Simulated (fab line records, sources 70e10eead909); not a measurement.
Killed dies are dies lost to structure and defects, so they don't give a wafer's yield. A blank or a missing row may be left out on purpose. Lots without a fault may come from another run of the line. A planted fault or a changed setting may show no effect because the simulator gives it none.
A struck lot beside a sound one | flow nand_harc | 41 steps out of a route of 1159
Sound: wafers L521.3, L521.4, L521.6. Struck: wafer L537.2. (L537.4, L537.5 of the same lot were not struck and are left out.) The cause comes at the end.
At each step with rows: each side's tool, then ch and its chambers, then its first start. Under that, the readings that differ: sound wafers | struck wafers | difference of the means | sigmas: that difference in standard deviations of wafers without a fault.
alike: readings whose means differ by less than 2 such deviations, and words and numbers that are the same on both sides. not compared: withheld readings, readings that some wafer has no value for, bounds like >300 that may hide the same value, and numbers for which the record gives no deviation and whose values overlap.
The two part at a step that has a row with sigmas, a row that says differs or no value, or rows on one side only. Numbers that don't overlap but have no deviation are shown without sigmas and don't part them. A reading that every wafer of one side lacks parts them only if that side has two wafers or more.

NHARC_P_M1_OVL_MEAS_10: pitch 260 nm.
  sound on overlay-01, day 6 01:53; struck on overlay-01, day 10 04:26
  alike: overlay_x_nm, overlay_y_nm
NHARC_P_M1_INSPECT_11:
  sound on defect_inspect-02, day 6 01:55; struck on defect_inspect-02, day 10 04:28
  reading          | sound | struck | difference | sigmas
  raw_defect_count | 2 2 4 | 16     | +13        | +5
then, 3 steps without rows for these wafers: NHARC_P_M1_DESCUM_14 (chemistry O2, time 3 s); NHARC_P_M1_ETCH_35 (etches the open film in N2/H2, target depth 40 nm, overetch 12 nm, time 43.94 s); NHARC_P_M1_ETCH_15 (etches the open film in C4F8/Ar, target depth 182.5 nm, time 91.2 s).
NHARC_P_M1_CD_MEAS_16:
  sound on cd_sem-02, day 6 02:17; struck on cd_sem-01, day 10 04:50
  alike: cd_nm
NHARC_P_M1_STRIP_18: strips in N2/H2.
  sound on rie_diel-10 ch 1,2,3, day 6 02:21; struck on rie_diel-04 ch 1, day 10 04:55
  alike: drypump_motor_current_A, mfc_ar_sccm, oes_product_au, power_w, rf_vpp_V, showerhead_plenum_p_Torr, throttle_valve_pct
  not compared: rf_hours_counter_h
then, 5 steps without rows for these wafers: NHARC_P_M1_ETCH_28 (etches the open film in CF4/N2, target depth 30 nm, time 72.99 s); NHARC_P_M1_STRIP_19 (strips in post etch residue remover, time 600 s); NHARC_P_M1_DEGAS_29 (time 60 s); NHARC_P_M1_PRE_CLEAN_30 (time 30 s); NHARC_P_M1_PVD_20 (deposits TaN, target thk 5 nm, time 8.06 s).
NHARC_P_M1_PVD_21: deposits Cu, target thk 30 nm, time 20.49 s.
  sound on pvd_sputter-02, day 6 03:13; struck on pvd_sputter-01, day 10 05:48
  alike: throttle_valve_pct
then, 1 step without rows for these wafers: NHARC_P_M1_ECD_22 (material Cu, target thk 400 nm).
NHARC_P_M1_ANNEAL_31: time 90 s.
  sound on rtp_anneal-01 ch 0, day 6 03:50; struck on rtp_anneal-02 ch 0, day 10 06:20
  alike: wafer_temp_C_max
NHARC_P_M1_CMP_23: polishes, t overpolish 20 s, target thk 157.82 nm.
  sound on cmp-03 ch 0,2,3, day 6 04:05; struck on cmp-03 ch 2, day 10 06:38
  alike: motor_current_A, slurry_flow_ml_min, time_to_endpoint_s
then, 1 step without rows for these wafers: NHARC_P_M1_SRD_25.
NHARC_P_M1_INSPECT_27:
  sound on defect_inspect-01, day 6 04:34; struck on defect_inspect-02, day 10 07:07
  alike: raw_defect_count
then, 1 step without rows for these wafers: NHARC_P_M1_PRE_CLEAN_32 (time 12 s).
NHARC_P_M1_DEP_33: deposits SiCN, target thk 30 nm.
  sound on pecvd-04 ch 0,2, day 6 04:42; struck on pecvd-03 ch 1, day 10 07:50
  alike: heater_power_w
then, 10 steps without rows for these wafers: NHARC_P_M2_DEP_00 (deposits SiOC, target thk 182.5 nm); NHARC_P_M2_DEHYDRATE_01 (time 120 s); NHARC_P_M2_HMDS_02 (time 30 s); NHARC_P_M2_COAT_34 (time 65 s); NHARC_P_M2_COAT_03 (resist thk 90 nm); NHARC_P_M2_SOFTBAKE_04 (time 55 s); NHARC_P_M2_EBR_05; NHARC_P_M2_EXPOSE_06 (exposes mask P M2, target cd 170 nm); NHARC_P_M2_PEB_07 (peb time 65 s); NHARC_P_M2_DEVELOP_08 (develop time 35 s).
NHARC_P_M2_CD_MEAS_09: target cd 170 nm.
  the record has rows for the sound wafers here (cd_sem-03 ch 0, day 6 05:57) and none for the struck ones
NHARC_P_M2_OVL_MEAS_10: pitch 340 nm.
  the record has rows for the sound wafers here (overlay-02, day 6 06:02) and none for the struck ones
NHARC_P_M2_INSPECT_11:
  the record has rows for the sound wafers here (defect_inspect-01, day 6 06:04) and none for the struck ones
then, 3 steps without rows for these wafers: NHARC_P_M2_DESCUM_14 (chemistry O2, time 3 s); NHARC_P_M2_ETCH_35 (etches the open film in N2/H2, target depth 40 nm, overetch 12 nm, time 43.94 s); NHARC_P_M2_ETCH_15 (etches the open film in C4F8/Ar, target depth 182.5 nm, time 91.2 s).
NHARC_P_M2_CD_MEAS_16:
  the record has rows for the sound wafers here (cd_sem-03, day 6 06:27) and none for the struck ones
then, 1 step without rows for these wafers: NHARC_P_M2_STRIP_18 (strips in N2/H2).
NHARC_P_M2_ETCH_28: etches the open film in CF4/N2, target depth 30 nm, time 72.99 s.
  the record has rows for the sound wafers here (rie_diel-01 ch 0,1) and none for the struck ones
then, 1 step without rows for these wafers: NHARC_P_M2_STRIP_19 (strips in post etch residue remover, time 600 s).
-- the record jumps here: 13 days lie between the struck wafers' starts before and after (it left off in module P_M2 and takes up again in module END, whose first step shown is number 1159 of the route) --
NHARC_END_SORT_01:
  sound on prober-02 ch 0, day 19 14:11; struck on prober-01 ch 0, day 23 05:09
  reading                  | sound          | struck | difference | sigmas
  defect_limited_yield (%) | 96.8 97.6 96.0 | 0      | -97        | -65
  killed_at_periphery      | 3 3 3          | 656    | +653       | +99 or more
  killed_dies              | 22 16 27       | 677    | +655       | +66
  sort_bin_2_pct (%)       | 0.9 1.0 0.7    | 96.0   | +95.1      | +99 or more
  sort_n_pass              | 655 661 650    | 0      | -655       | -66
  sort_rim_yield_pct (%)   | 92 97 92       | 0      | -94        | -29
  sort_yield_pct (%)       | 96.8 97.6 96.0 | 0      | -97        | -65
  alike: killed_at_array, killed_at_other, killed_open, killed_short, sort_bin_3_pct, sort_bin_4_pct

WHERE THEY PART
First at NHARC_P_M1_INSPECT_11; last, within this record, at NHARC_END_SORT_01.

WHY: what the simulator had put in
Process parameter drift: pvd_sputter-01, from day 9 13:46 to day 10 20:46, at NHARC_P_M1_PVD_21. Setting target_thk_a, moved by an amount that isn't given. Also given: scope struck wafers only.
